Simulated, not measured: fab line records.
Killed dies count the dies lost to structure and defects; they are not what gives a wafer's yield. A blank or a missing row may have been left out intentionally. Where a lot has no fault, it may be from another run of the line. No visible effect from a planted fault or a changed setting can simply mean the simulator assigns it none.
A struck lot beside a sound one | flow n5Finfet | 28 out of 1938 route steps
Sound: the wafers L827.1, L827.2, L827.5. Wafers L836.2, L836.5, L836.6 were the ones struck. Last of all comes the cause.
Order at every step that has rows: each side's tool, ch and its chambers, its first start. Under that, the readings that differ: sound wafers | struck wafers | difference of the means | sigmas: that difference in standard deviations of wafers without a fault.
alike: words and numbers the same on both sides, and readings whose means are apart by under 2 such deviations; not compared: readings that were withheld, readings missing a value for some wafer, numbers with overlapping values and no deviation given by the record, and bounds like >300 which may hide the same value.
Wherever a step has rows on one side only, a row that says differs or no value, or a row with sigmas, the two part there. Non-overlapping numbers with no deviation appear without sigmas and do not part them. A reading that every wafer of one side lacks parts them only if that side has two wafers or more.

first, 8 steps without rows for these wafers: N5_BEOL_M1_CMP_52 (polishes, stops on SiOC, t overpolish 6.8 s, target thk 40 nm); N5_BEOL_M1_PRE_CLEAN_60 (time 15 s); N5_BEOL_M1_CO_CAP_55 (material Co, precursor CCTBA/H2, target thk 2 nm, time 102.1 s); N5_BEOL_M1_PRE_CLEAN_56 (time 15 s); N5_BEOL_M1_DEP_57 (deposits SiCN from 3MS/NH3, target thk 8 nm, time 14 s); N5_BEOL_M2_ILD_DEP_00 (deposits SiOC from DEMS/O2, target thk 79 nm, time 15.3 s); N5_BEOL_M2_PECVD_72 (deposits SiO2 from TEOS/O2, target thk 16 nm, time 18 s); N5_BEOL_M2_HM_DEP_02 (deposits TiN, target thk 20 nm).
N5_BEOL_M2_COAT_61: time 60 s, resist thk 60 nm.
  sound on lithoTrack-01 ch 0, day 7 20:17; struck on lithoTrack-01 ch 0, day 10 18:59
reading                                 | sound                | struck               | difference | sigmas
spinSpeedRpm (rpm)                      | 1499.7 1499.3 1501.0 | 1811.5 1812.2 1812.2 | +312.0     | +99 or more
model.SOC_of_BEOL_M2_COAT_61.thkNm (nm) | 59.8 60 59.8         | 54.6 54.4 54.4       | -5.4       | 
  alike: exhaustPa
then, 11 steps without rows for these wafers: N5_BEOL_M2_COAT_62 (time 60 s, resist thk 12 nm); N5_BEOL_M2_COAT_73 (time 60 s, resist thk 5 nm); N5_BEOL_M2_COAT_05 (resist thk 30 nm); N5_BEOL_M2_EBR_07; N5_BEOL_M2_SOFTBAKE_06 (time 60 s); N5_BEOL_M2_EXPOSE_08 (exposes mask M2); N5_BEOL_M2_PEB_09 (peb time 60 s); N5_BEOL_M2_DEVELOP_10 (develop time 30 s); N5_BEOL_M2_DESCUM_16 (chemistry O2, time 7 s); N5_BEOL_M2_ETCH_74 (etches underlayer in N2/H2, target depth 6.5 nm, time 5.2 s); N5_BEOL_M2_ETCH_63 (etches SiARC in CF4, target depth 15.6 nm, time 26 s).
N5_BEOL_M2_ETCH_64: etches SOC in N2/H2, target depth 75 nm, overetch 22.5 nm, time 121.9 s.
  sound on rieDiel-03 ch 1,2, day 7 20:55; struck on rieDiel-03 ch 0,1,2, day 10 19:28
reading                 | sound             | struck           | difference | sigmas
model.etch.depthNm (nm) | 59.89 59.98 59.79 | 54.51 54.35 54.4 | -5.47      | 
  alike: drypumpMotorCurrentA, h2FlowSccm, oesProductAu, rfVppV, showerheadPlenumPTorr, throttleValvePct
  not compared: rfHoursCounterH
then, 3 steps without rows for these wafers: N5_BEOL_M2_STRIP_65 (strips in N2/H2); N5_BEOL_M2_STRIP_75 (strips in N2/H2); N5_BEOL_M2_STRIP_66 (strips in CF4).
N5_BEOL_M2_HM_OPEN_17: chemistry Cl2/BCl3, target TiN, target depth 20 nm, overetch 6 nm.
  sound on rieMetal-01 ch 0,1, day 7 21:05; struck on rieMetal-01 ch 1, day 10 19:40
reading                                 | sound          | struck         | difference | sigmas
model.SOC_of_BEOL_M2_COAT_61.thkNm (nm) | 51.8 52.4 52.2 | 46.6 46.4 46.4 | -5.7       | 
  alike: drypumpMotorCurrentA, oes_ar_750_au, oesProductAu, throttleValvePct
  not compared: rfHoursCounterH
then, 1 step without rows for these wafers: N5_BEOL_M2_STRIP_19 (strips in O2).
N5_BEOL_M4_RC_MEAS_101:
  sound on prober-01 ch 0, day 9 14:10; struck on prober-02 ch 0, day 11 21:12
  alike: DIBL_N, DIBL_P, IOFF_N, IOFF_P, ION_N, ION_P, SS_N, SS_P, VT_N, VT_P
N5_PASSIVATION_PROBE_49:
  sound wafers here have rows in the record (prober-01, day 14 01:12); struck ones have none

WHERE THEY PART
At N5_BEOL_M2_COAT_61 first; at N5_PASSIVATION_PROBE_49 last (within this record only).

WHY: what the simulator had put in
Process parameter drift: lithoTrack-01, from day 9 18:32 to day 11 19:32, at N5_BEOL_M2_COAT_61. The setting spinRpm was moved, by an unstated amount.
